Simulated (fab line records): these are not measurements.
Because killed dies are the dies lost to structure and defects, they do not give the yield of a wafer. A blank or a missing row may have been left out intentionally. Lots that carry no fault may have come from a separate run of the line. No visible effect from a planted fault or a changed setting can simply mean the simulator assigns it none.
Matching of chambers + flow nand harc + NHARC_A_CHANNEL_FILL_D1_ALD_14 on ald hk-04 has 4 sister chambers
The step deposits SiO2, target thk 2.5 nm, pulse time 10 s, ald cycles 25. 24 wafers are shown with their chamber, then 12 later ones without.

## WAFERS, EACH WITH ITS CHAMBER
| wafer  | chamber | heater power outer w (W) | heater power w (W) | susceptor temp C (C) |
|--------|---------|--------------------------|--------------------|----------------------|
| L074.1 | 3       | 229                      | 425                | 299.88               |
| L074.5 | 2       | 284                      | 473                | 299.98               |
| L074.6 | 1       | 255                      | 426                | 300.06               |
| L079.4 | 2       | 267                      | 417                | 300.01               |
| L079.5 | 2       | 260                      | 432                | 300.10               |
| L079.6 | 3       | 237                      | 443                | 300.22               |
| L083.1 | 0       | 294                      | 510                | 300.07               |
| L083.4 | 3       | 240                      | 439                | 299.81               |
| L083.6 | 3       | 242                      | 431                | 299.97               |
| L082.2 | 1       | 251                      | 409                | 300.01               |
| L082.5 | 0       | 298                      | 534                | 299.76               |
| L082.6 | 3       | 236                      | 429                | 299.79               |
| L086.1 | 2       | 260                      | 435                | 300.02               |
| L086.2 | 1       | 251                      | 408                | 299.57               |
| L086.3 | 0       | 287                      | 517                | 299.77               |
| L087.1 | 2       | 259                      | 436                | 299.92               |
| L087.4 | 1       | 253                      | 410                | 299.76               |
| L087.5 | 3       | 232                      | 448                | 299.92               |
| L090.3 | 3       | 241                      | 439                | 299.87               |
| L090.5 | 2       | 260                      | 426                | 300.13               |
| L090.6 | 3       | 235                      | 447                | 300.11               |
| L092.2 | 0       | 292                      | 521                | 300.20               |
| L092.3 | 3       | 238                      | 454                | 299.91               |
| L092.6 | 2       | 261                      | 425                | 300.19               |

SIGNATURES (averages over the wafers above)
| reading              | chamber 0 | chamber 1 | chamber 2 | chamber 3 | scatter within a chamber |
|----------------------|-----------|-----------|-----------|-----------|--------------------------|
| heater power outer w | 292.75    | 252.50    | 264.43    | 236.67    | 5.95                     |
| heater power w       | 520.50    | 413.25    | 434.86    | 439.44    | 12.7                     |
| susceptor temp C     | 299.9500  | 299.8500  | 300.0500  | 299.9422  | 0.16                     |
Rule: a wafer's distance from a chamber is the root of the sum, over the readings, of the square of ((its reading less the chamber's mean) divided by the reading's scatter). The wafer belongs to the nearest chamber; if the next one is less than 2 further off, it can't be placed. The scatter: the root of (the sum of the squares of (reading less its chamber's mean) over the shown wafers, divided by (wafers less chambers)).

## WAFERS WHOSE CHAMBER IS MISSING
| wafer  | heater power outer w (W) | heater power w (W) | susceptor temp C (C) |
|--------|--------------------------|--------------------|----------------------|
| L093.3 | 238                      | 436                | 300.08               |
| L093.4 | 285                      | 527                | 300.12               |
| L093.6 | 261                      | 432                | 300.23               |
| L094.1 | 234                      | 449                | 299.80               |
| L094.3 | 250                      | 405                | 300.09               |
| L094.4 | 252                      | 434                | 299.87               |
| L095.2 | 292                      | 543                | 299.81               |
| L095.4 | 259                      | 431                | 299.99               |
| L095.5 | 266                      | 426                | 300.02               |
| L097.2 | 293                      | 528                | 299.92               |
| L097.3 | 239                      | 431                | 300.17               |
| L097.5 | 251                      | 397                | 300.06               |

## EACH ONE'S CHAMBER
| wafer  | from the rows above          | in truth |
|--------|------------------------------|----------|
| L093.3 | 3                            | 3        |
| L093.4 | 0                            | 0        |
| L093.6 | can't be placed: 2 or 1      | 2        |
| L094.1 | 3                            | 3        |
| L094.3 | can't be placed: 1 or 2 or 3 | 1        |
| L094.4 | can't be placed: 1 or 2 or 3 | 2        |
| L095.2 | 0                            | 0        |
| L095.4 | can't be placed: 2 or 1      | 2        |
| L095.5 | can't be placed: 2 or 1      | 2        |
| L097.2 | 0                            | 0        |
| L097.3 | can't be placed: 3 or 1      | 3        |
| L097.5 | can't be placed: 1 or 2      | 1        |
Placed correctly: 5 of 12. Unplaceable from these rows: 7, with the true chamber sitting among the candidates in 7. Placed wrongly: 0.
